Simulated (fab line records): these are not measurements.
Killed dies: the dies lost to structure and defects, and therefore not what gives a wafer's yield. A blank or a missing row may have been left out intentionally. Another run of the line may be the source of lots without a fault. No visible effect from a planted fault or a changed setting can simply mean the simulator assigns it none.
fab line records	flow nand-harc	part 1 of 2: steps 1 to 4 of 6
record: lots: 22	wafers: 66	last-day: 33
route steps=1302 shown A_STAIRCASE@808 A_SGD_CUT@908
lots with no fault: from the same line, run without faults
start-h: the number of hours between the record's first day and the start of the first shown wafer of the lot	wait-h: time in hours since the lot's previous step	" repeats the value in the row above	L1.1+2: a single row standing in for several wafers	- either no value or no given start	* or withheld: withheld	< > ~ a bound
route shown NAME@n: names a module that has steps shown in the file, with the first one's number in the route	usual: mean/standard deviation of fault-free wafers	same: alike in all rows	chamber/n: place in a boat	sites: per-site readings	_std_site: how widely they spread, as a standard deviation	_edge_site: outer sites' mean less inner sites'	radius-mm: for every site, how far away it sits from the centre of the wafer	mask NAME#n: copy n	behind: the last tool/chamber to shape the wafer	hold: the reason the lot was held/the length of the hold in hours/how it ended	device: the transistor (n, p or np) that didn't switch	end of line: the same wafers' tests at the end of the route	for a step that has no rows: nothing shown but its recipe	killed: dies lost to structure and defects at the first sort, not the wafer's yield	map: shows each die of a wafer: x if killed, . if not, _ if none is there
set.NAME: the setting that was run; set.NAME@STEP: the one run at that earlier step	model.NAME: the simulator's own value behind a step, which no gauge read
route steps across a sampled set of lots; one table per step, one row per wafer
services: from which hour (start-h, from the record's first day; less than 0 if before it) a tool's chamber was out of use, for how many hours, and why
== steps ==
step: NHARC_A_STAIRCASE_ETCH_292
recipe: cf4-flow-sccm: 100	chf3-flow-sccm: 30	ar-flow-sccm: 0	rf-w: 500	bias-w: 200	chemistry: CF4/CHF3
usual: chamber-pressure-mTorr: 25.003/0.026	drypump-motor-current-A: 5.7/0.33	oes-product-au: 0.937/0.022	rf-vpp-V: 371.4/1.9	showerhead-plenum-p-Torr: 1.60/0.054	throttle-valve-pct: 16.803/0.0095
lot.wafer	tool	chamber	start-h	wait-h	chamber-pressure-mTorr	drypump-motor-current-A	oes-product-au	rf-hours-counter-h	rf-vpp-V	showerhead-plenum-p-Torr	throttle-valve-pct
L074.1	rie-diel-01	0	378.98	0.1	25.016	5.4	0.929	55	375.3	1.69	16.813
L074.5	"	0	"	"	25.002	5.4	0.933	-	373.5	1.69	16.794
L074.6	"	1	"	"	25.039	6.0	0.914	-	370.5	1.59	16.819
L075.4	rie-diel-13	2	392.56	0.1	25.016	5.5	0.923	14	370.2	1.59	16.824
L075.2	"	3	"	"	25.033	5.9	0.928	15	371.6	1.59	16.787
L075.5	"	2	"	"	25.050	5.5	0.936	-	370.6	1.59	16.798
L076.1	rie-diel-06	1	394.55	0.1	25.009	5.6	0.922	27	368.2	1.46	16.804
L076.4	"	3	"	"	24.990	5.3	0.928	21	369.9	1.57	16.814
L076.2	"	0	"	"	24.995	5.3	0.928	26	369.4	1.52	16.789
L077.4	rie-diel-13	0	405.25	0.1	25.028	5.2	0.909	21	371.7	1.60	16.807
L077.3	"	1	"	"	25.019	5.9	0.929	21	374.7	1.67	16.793
L077.5	"	2	"	"	24.980	5.5	0.943	-	371.5	1.59	16.797
L078.1	rie-diel-01	2	413.69	0.1	24.987	5.5	0.962	7	371.2	1.56	16.809
L078.3	"	3	"	"	25.004	6.1	0.952	8	374.1	1.67	16.806
L078.4	"	1	"	"	25.003	6.0	0.976	7	370.9	1.59	16.819
L080.2	rie-diel-13	1	431.65	0.1	25.030	5.9	0.929	26	374.0	1.67	16.801
L080.3	"	2	"	"	24.976	5.6	0.930	27	370.6	1.58	16.821
L080.5	"	0	"	"	25.003	5.3	0.925	-	370.5	1.60	16.805
L079.1	rie-diel-13	0	432.07	0.1	25.021	5.3	0.923	29	370.7	1.60	16.809
L079.2	"	1	"	"	25.015	5.9	0.923	26	374.0	1.67	16.806
L079.3	"	3	"	"	25.009	5.9	0.947	30	371.0	1.59	16.816
L081.3	rie-diel-13	1	455.65	0.1	25.038	5.9	0.918	39	374.8	1.66	16.803
L081.5	"	3	"	"	24.994	5.9	0.936	-	369.2	1.59	16.807
L081.6	"	0	"	"	25.001	5.2	0.929	-	372.8	1.60	16.778
L083.2	rie-diel-13	2	473.26	0.1	25.007	5.5	0.992	45	370.3	1.58	16.807
L083.3	"	3	"	"	25.016	5.9	0.988	46	371.2	1.58	16.802
L083.6	"	2	"	"	24.994	5.5	0.988	-	370.0	1.58	16.801
L082.4	rie-diel-13	2	477.33	0.1	25.014	5.5	0.934	46	371.0	1.58	16.824
L082.2	"	3	"	"	25.005	5.9	0.935	48	371.6	1.58	16.794
L082.5	"	2	"	"	25.025	5.5	0.933	-	371.0	1.58	16.795
L084.3	rie-diel-13	3	488.24	0.1	24.994	5.9	0.936	54	369.6	1.58	16.798
L084.5	"	3	"	"	24.985	5.9	0.943	-	370.8	1.58	16.807
L084.6	"	0	"	"	24.977	5.3	0.924	-	370.9	1.60	16.798
L086.2	rie-diel-01	0	491.94	0.1	25.007	5.4	0.919	32	372.8	1.68	16.807
L086.5	"	0	"	"	25.004	5.4	0.923	-	373.3	1.68	16.810
L086.6	"	2	"	"	25.004	5.5	0.921	-	369.7	1.55	16.794
L085.3	rie-diel-06	0	496.11	0.1	24.986	5.3	0.991	0	369.2	1.51	16.811
L085.4	"	1	"	"	25.018	5.6	0.965	0	375.7	1.70	16.789
L085.5	"	0	"	"	24.990	5.3	0.989	-	367.5	1.51	16.787
L087.3	rie-diel-06	0	499.20	0.1	25.008	5.2	0.979	1	368.9	1.51	16.809
L087.5	"	0	"	"	24.969	5.3	0.992	-	367.9	1.51	16.793
L087.6	"	1	"	"	24.993	5.6	0.963	-	374.1	1.70	16.778
L089.4	rie-diel-01	1	523.12	0.1	24.952	6.0	0.919	35	371.4	1.58	16.799
L089.1	"	2	"	"	25.011	5.5	0.930	47	370.2	1.55	16.801
L089.5	"	1	"	"	24.966	6.0	0.918	-	369.7	1.58	16.811
L091.3	rie-diel-06	2	555.09	0.1	25.037	6.2	0.920	22	370.9	1.57	16.795
L091.4	"	1	"	"	24.983	5.6	0.918	24	375.7	1.69	16.804
L091.5	"	3	"	"	25.003	5.3	0.909	-	371.0	1.56	16.819
L093.1	rie-diel-01	1	555.50	0.1	25.005	6.0	0.956	51	370.7	1.58	16.803
L093.6	"	0	"	"	24.996	5.4	0.976	-	375.4	1.67	16.807
L093.5	"	1	"	"	24.964	6.0	0.960	-	369.5	1.58	16.803
L092.1	rie-diel-13	2	556.76	0.1	24.957	5.5	0.931	12	371.1	1.57	16.819
L092.2	"	0	"	"	24.989	5.3	0.919	11	370.6	1.59	16.804
L092.5	"	2	"	"	24.954	5.5	0.925	-	372.8	1.57	16.806
L094.2	rie-diel-06	1	574.48	0.1	25.017	5.6	0.928	30	373.8	1.69	16.798
L094.1	"	0	"	"	24.993	5.3	0.939	31	369.2	1.50	16.799
L094.5	"	2	"	"	25.025	6.3	0.934	-	372.0	1.57	16.793
L096.2	rie-diel-06	1	592.37	0.1	25.013	5.5	0.912	35	373.7	1.69	16.811
L096.4	"	2	"	"	25.010	6.3	0.928	32	369.7	1.57	16.811
L096.3	"	3	"	"	25.022	5.3	0.927	34	370.0	1.55	16.797
L095.2	rie-diel-13	0	594.21	0.1	24.982	5.3	0.974	20	370.9	1.59	16.806
L095.4	"	1	"	"	25.013	5.9	0.953	20	372.5	1.65	16.790
L095.5	"	2	"	"	25.015	5.5	0.972	-	370.4	1.57	16.796
L097.2	rie-diel-13	0	602.95	0.1	25.029	5.3	0.919	22	371.5	1.59	16.797
L097.3	"	1	"	"	24.978	5.9	0.932	23	372.2	1.65	16.796
L097.6	"	3	"	"	24.983	5.9	0.941	-	372.3	1.57	16.795
step: NHARC_A_STAIRCASE_ETCHBACK_416
recipe: target-depth-a: 360	time-s: 7.2	c4f8-flow-sccm: withheld	o2-flow-sccm: 8	ar-flow-sccm: withheld	rf-w: 600	bias-w: 800	chemistry: C4F8/O2/Ar
usual: chamber-pressure-mTorr: 24.997/0.023	oes-product-au: 0.938/0.03	rf-vpp-V: 725/3.6
lot.wafer	tool	chamber	start-h	wait-h	chamber-pressure-mTorr	oes-product-au	rf-hours-counter-h	rf-vpp-V
L074.1	rie-diel-13	1	-	-	25.013	0.932	14	729
L074.6	"	3	"	"	25.013	0.932	-	725
L074.5	"	0	"	"	24.981	0.917	-	726
L075.2	rie-diel-01	1	-	-	24.955	0.912	6	725
L075.4	"	2	"	"	24.971	0.912	6	723
L075.5	"	1	"	"	24.956	0.918	-	725
L076.1	rie-diel-06	1	-	-	25.009	0.919	30	714
L076.2	"	3	"	"	25.006	0.918	27	722
L076.4	"	1	"	"	24.986	0.937	-	715
L077.4	rie-diel-13	3	-	-	24.976	0.926	25	724
L077.3	"	1	"	"	25.025	0.928	23	729
L077.5	"	2	"	"	25.007	0.927	-	724
L078.3	rie-diel-01	3	-	-	24.989	0.912	9	729
L078.4	"	0	"	"	24.969	0.924	9	729
L078.1	"	1	"	"	24.957	0.920	9	724
L080.2	rie-diel-13	0	-	-	24.987	0.907	33	726
L080.3	"	1	"	"	24.951	0.920	31	730
L080.5	"	1	"	"	24.963	0.928	-	730
L079.2	rie-diel-06	2	-	-	25.012	0.909	41	722
L079.3	"	0	"	"	24.970	0.920	41	719
L079.1	"	1	"	"	25.019	0.925	43	714
L081.3	rie-diel-01	1	-	-	24.958	0.914	20	724
L081.5	"	3	"	"	25.009	0.915	-	729
L081.6	"	0	"	"	25.013	0.918	-	729
L083.3	rie-diel-01	2	-	-	25.004	0.912	33	721
L083.2	"	3	"	"	24.971	0.924	29	728
L083.6	"	3	"	"	25.007	0.922	-	729
L082.2	rie-diel-01	0	-	-	25.004	0.918	32	730
L082.4	"	0	"	"	24.985	0.932	-	730
L082.5	"	2	"	"	24.979	0.927	-	721
L084.3	rie-diel-13	1	-	-	25.023	0.921	54	728
L084.5	"	1	"	"	24.993	0.929	-	729
L084.6	"	2	"	"	25.011	0.934	-	723
L086.2	rie-diel-13	0	-	-	25.027	0.924	57	724
L086.5	"	2	"	"	24.977	0.933	-	722
L086.6	"	3	"	"	25.020	0.943	-	724
L085.3	rie-diel-13	3	-	-	25.016	0.944	60	724
L085.4	"	0	"	"	24.983	0.927	59	726
L085.5	"	3	"	"	24.998	0.937	-	724
L087.3	rie-diel-01	0	-	-	25.000	0.927	40	731
L087.5	"	2	"	"	25.026	0.914	-	722
L087.6	"	3	"	"	24.993	0.911	-	728
L089.1	rie-diel-13	0	-	-	24.979	0.991	3	724
L089.4	"	1	"	"	25.016	0.996	3	728
L089.5	"	0	"	"	24.976	0.993	-	724
L091.4	rie-diel-01	2	-	-	24.981	0.990	0	722
L091.3	"	3	"	"	24.974	0.998	0	729
L091.5	"	0	"	"	25.007	0.997	-	730
L093.1	rie-diel-13	3	-	-	24.961	0.935	16	724
L093.6	"	0	"	"	25.010	0.916	-	724
L093.5	"	1	"	"	25.011	0.923	-	728
L092.1	rie-diel-06	0	-	-	25.023	0.932	29	718
L092.2	"	2	"	"	25.000	0.929	26	723
L092.5	"	1	"	"	25.035	0.911	-	730
L094.2	rie-diel-06	0	-	-	25.009	0.944	33	718
L094.1	"	3	"	"	25.051	0.924	31	722
L094.5	"	1	"	"	24.989	0.927	-	730
L096.2	rie-diel-06	1	-	-	25.009	0.926	37	730
L096.4	"	2	"	"	25.005	0.925	35	724
L096.3	"	3	"	"	25.001	0.926	37	723
L095.2	rie-diel-13	0	-	-	25.001	0.926	23	723
L095.4	"	2	"	"	25.018	0.928	24	723
L095.5	"	3	"	"	24.951	0.941	-	724
L097.2	rie-diel-13	0	-	-	25.001	0.925	27	724
L097.3	"	3	"	"	24.985	0.921	25	724
L097.6	"	3	"	"	24.957	0.934	-	725
step: NHARC_A_STAIRCASE_CMP_450
recipe: target-thk-nm: 200	material: SiO2
usual: edge-zone-pressure-frac: 1.000/0.0049	motor-current-A: 12.0/1.1	slurry-filter-dp-kPa: 13.51/0.14	slurry-flow-ml-min: 150.0/0.46
lot.wafer	tool	chamber	start-h	wait-h	edge-zone-pressure-frac	motor-current-A	slurry-filter-dp-kPa	slurry-flow-ml-min
L076.4	cmp-04	3	446.73	-	0.996	13.3	13.18	149.3
L076.1	"	0	"	"	1.006	11.6	13.56	149.2
L076.2	"	1	"	"	1.003	12.6	13.43	149.5
L074.1	cmp-02	3	446.84	-	0.997	11.0	13.72	149.6
L074.5	"	3	"	"	0.995	12.0	13.77	150.2
L074.6	"	0	"	"	0.997	10.7	13.38	150.0
L075.2	cmp-01	2	447.11	-	1.000	12.8	13.55	150.2
L075.4	"	0	"	"	0.997	11.3	13.65	150.2
L075.5	"	2	"	"	1.006	12.5	13.58	149.9
L077.3	cmp-02	1	457.08	-	0.999	12.0	13.51	150.3
L077.4	"	3	"	"	1.003	11.4	13.65	150.0
L077.5	"	2	"	"	1.007	12.2	13.42	150.5
L078.1	cmp-01	2	470.88	-	1.002	12.4	13.58	149.4
L078.4	"	3	"	"	0.995	11.6	13.52	150.2
L078.3	"	1	"	"	0.994	10.6	13.55	150.0
L079.2	cmp-04	2	486.71	-	0.998	14.3	13.54	150.5
L079.3	"	3	"	"	0.994	13.6	13.59	149.3
L079.1	"	0	"	"	0.997	11.5	13.41	150.2
L080.2	cmp-01	1	487.04	-	0.993	10.3	13.52	150.5
L080.3	"	0	"	"	0.990	11.2	13.67	150.2
L080.5	"	2	"	"	1.004	12.5	13.33	149.9
L081.3	cmp-02	0	510.20	-	0.999	11.1	13.50	150.1
L081.6	"	2	"	"	0.996	11.7	13.65	150.2
L081.5	"	3	"	"	1.001	11.4	13.33	149.9
L083.2	cmp-01	3	530.58	-	1.003	10.6	13.80	150.3
L083.3	"	0	"	"	1.004	11.9	13.45	150.0
L083.6	"	2	"	"	1.005	11.9	13.58	150.8
L082.2	cmp-04	3	530.84	-	0.998	13.5	13.43	150.3
L082.4	"	0	"	"	1.000	11.4	13.28	149.8
L082.5	"	3	"	"	0.999	13.9	13.58	150.0
L084.3	cmp-02	3	544.40	-	1.006	11.7	13.51	149.9
L084.6	"	2	"	"	0.995	12.4	13.29	150.3
L084.5	"	3	"	"	0.993	12.0	13.60	150.0
L086.2	cmp-01	3	544.45	-	1.007	11.7	13.57	150.0
L086.5	"	2	"	"	1.005	12.6	13.50	149.3
L086.6	"	3	"	"	1.005	10.8	13.39	150.7
L087.3	cmp-04	1	550.39	-	0.997	12.3	13.51	150.1
L087.6	"	3	"	"	0.993	13.1	13.54	149.7
L087.5	"	0	"	"	1.003	11.5	13.58	150.1
L085.3	cmp-02	3	550.54	-	1.003	11.7	13.55	150.4
L085.4	"	0	"	"	1.006	11.0	13.50	150.2
L085.5	"	2	"	"	0.996	11.9	13.76	149.7
L089.4	cmp-04	2	578.26	-	1.003	14.0	13.63	150.2
L089.1	"	3	"	"	0.993	13.0	13.38	150.0
L089.5	"	2	"	"	1.007	14.0	13.46	150.5
L091.4	cmp-01	1	613.62	-	0.999	10.8	13.40	150.1
L091.3	"	3	"	"	0.999	11.6	13.47	150.0
L091.5	"	0	"	"	0.997	11.4	13.59	149.7
L092.1	cmp-04	2	613.93	-	1.004	15.2	13.37	150.1
L092.2	"	3	"	"	1.010	13.0	13.47	149.2
L092.5	"	2	"	"	1.002	13.7	13.55	149.9
L093.1	cmp-04	2	616.57	-	0.998	14.0	13.50	149.8
L093.5	"	1	"	"	1.002	12.6	13.30	149.7
L093.6	"	2	"	"	0.997	14.8	13.39	150.1
L094.2	cmp-01	0	624.90	-	0.996	11.1	13.35	149.7
L094.1	"	1	"	"	0.999	10.5	13.86	150.0
L094.5	"	0	"	"	1.004	11.1	13.44	149.9
L095.2	cmp-02	1	644.64	-	1.002	11.6	13.66	151.0
L095.4	"	2	"	"	0.998	10.8	13.86	149.9
L095.5	"	3	"	"	0.994	11.5	13.56	150.0
L096.4	cmp-01	2	644.90	-	1.006	11.9	13.49	150.1
L096.2	"	3	"	"	0.997	11.6	13.46	148.8
L096.3	"	1	"	"	1.008	11.0	13.58	150.5
L097.3	cmp-01	2	659.19	-	1.009	12.4	13.90	150.1
L097.2	"	0	"	"	1.009	10.8	13.33	150.0
L097.6	"	3	"	"	1.001	11.5	13.51	150.0
step: NHARC_A_STAIRCASE_CMP_152
usual: edge-zone-pressure-frac: 1.000/0.0049	motor-current-A: 11.9/1.1	slurry-filter-dp-kPa: 13.48/0.14	slurry-flow-ml-min: 150.0/0.43
lot.wafer	tool	chamber	start-h	wait-h	edge-zone-pressure-frac	motor-current-A	slurry-filter-dp-kPa	slurry-flow-ml-min
L076.4	cmp-04	3	446.80	0.1	0.996	13.2	13.61	149.7
L076.1	"	0	"	"	0.990	11.1	13.54	149.9
L076.2	"	1	"	"	1.002	13.2	13.50	148.9
L074.1	cmp-02	3	446.91	0.1	1.002	11.1	13.38	150.3
L074.5	"	3	"	"	1.000	11.3	13.66	150.0
L074.6	"	0	"	"	0.998	10.7	13.61	149.8
L075.2	cmp-01	2	447.18	0.1	0.998	12.5	13.50	150.2
L075.4	"	0	"	"	1.005	11.8	13.46	150.1
L075.5	"	2	"	"	0.997	12.8	13.31	149.7
L077.3	cmp-02	1	457.15	0.1	0.998	11.9	13.48	150.0
L077.4	"	3	"	"	0.997	11.9	13.29	149.9
L077.5	"	2	"	"	1.007	11.0	13.55	149.5
L078.1	cmp-01	2	470.95	0.1	1.003	13.5	13.35	149.2
L078.4	"	3	"	"	1.001	11.7	13.83	150.0
L078.3	"	1	"	"	0.997	10.7	13.34	149.4
L079.2	cmp-04	2	486.79	0.1	0.999	14.5	13.20	149.9
L079.3	"	3	"	"	1.001	12.9	13.33	150.2
L079.1	"	0	"	"	1.005	11.7	13.33	149.6
L080.2	cmp-01	1	487.11	0.1	1.005	11.0	13.41	150.0
L080.3	"	0	"	"	0.996	11.4	13.49	150.4
L080.5	"	2	"	"	0.991	13.4	13.30	149.6
L081.3	cmp-02	0	510.28	0.1	1.004	11.0	13.41	150.3
L081.6	"	2	"	"	0.998	11.6	13.49	149.8
L081.5	"	3	"	"	1.000	11.8	13.49	149.0
L083.2	cmp-01	3	530.65	0.1	1.013	11.9	13.18	149.6
L083.3	"	0	"	"	0.995	10.7	13.47	149.7
L083.6	"	2	"	"	1.002	13.2	13.39	150.0
L082.2	cmp-04	3	530.92	0.1	1.001	13.1	13.48	150.2
L082.4	"	0	"	"	1.009	11.5	13.32	149.7
L082.5	"	3	"	"	1.004	13.5	13.54	150.1
L084.3	cmp-02	3	544.48	0.1	1.003	11.0	13.46	150.3
L084.6	"	2	"	"	1.005	11.3	13.61	149.9
L084.5	"	3	"	"	0.992	11.5	13.51	149.5
L086.2	cmp-01	3	544.53	0.1	1.010	11.4	13.32	150.1
L086.5	"	2	"	"	0.992	12.8	13.53	150.1
L086.6	"	3	"	"	1.002	10.9	13.58	149.6
L087.3	cmp-04	1	550.46	0.1	0.998	12.6	13.50	150.1
L087.6	"	3	"	"	1.001	12.7	13.80	149.6
L087.5	"	0	"	"	1.000	11.9	13.51	150.0
L085.3	cmp-02	3	550.61	0.1	1.003	11.8	13.58	150.9
L085.4	"	0	"	"	0.997	11.7	13.62	149.5
L085.5	"	2	"	"	1.004	11.3	13.46	150.3
L089.4	cmp-04	2	578.33	0.1	1.001	13.7	13.28	149.7
L089.1	"	3	"	"	0.997	13.1	13.34	150.3
L089.5	"	2	"	"	1.002	14.5	13.48	150.6
L091.4	cmp-01	1	613.69	0.1	1.000	11.3	13.32	150.2
L091.3	"	3	"	"	1.003	10.9	13.29	149.9
L091.5	"	0	"	"	0.993	10.9	13.74	150.0
L092.1	cmp-04	2	614.00	0.1	1.007	14.5	13.39	149.3
L092.2	"	3	"	"	1.004	13.3	13.59	149.2
L092.5	"	2	"	"	1.001	14.7	13.46	150.0
L093.1	cmp-04	2	616.65	0.1	0.996	14.5	13.51	150.3
L093.5	"	1	"	"	0.999	12.4	13.39	149.8
L093.6	"	2	"	"	0.999	14.2	13.56	150.5
L094.2	cmp-01	0	624.98	0.1	0.998	11.0	13.59	150.5
L094.1	"	1	"	"	1.002	10.1	13.32	150.0
L094.5	"	0	"	"	0.994	11.3	13.60	151.3
L095.2	cmp-02	1	644.72	0.1	1.000	11.7	13.56	149.8
L095.4	"	2	"	"	0.988	11.7	13.42	150.1
L095.5	"	3	"	"	1.001	11.6	13.48	149.6
L096.4	cmp-01	2	644.97	0.1	1.002	12.6	13.61	150.4
L096.2	"	3	"	"	0.999	10.5	13.37	150.3
L096.3	"	1	"	"	1.006	10.7	13.54	150.9
L097.3	cmp-01	2	659.26	0.1	1.004	12.5	13.52	150.5
L097.2	"	0	"	"	0.998	11.0	13.36	150.2
L097.6	"	3	"	"	1.003	11.3	13.64	150.0
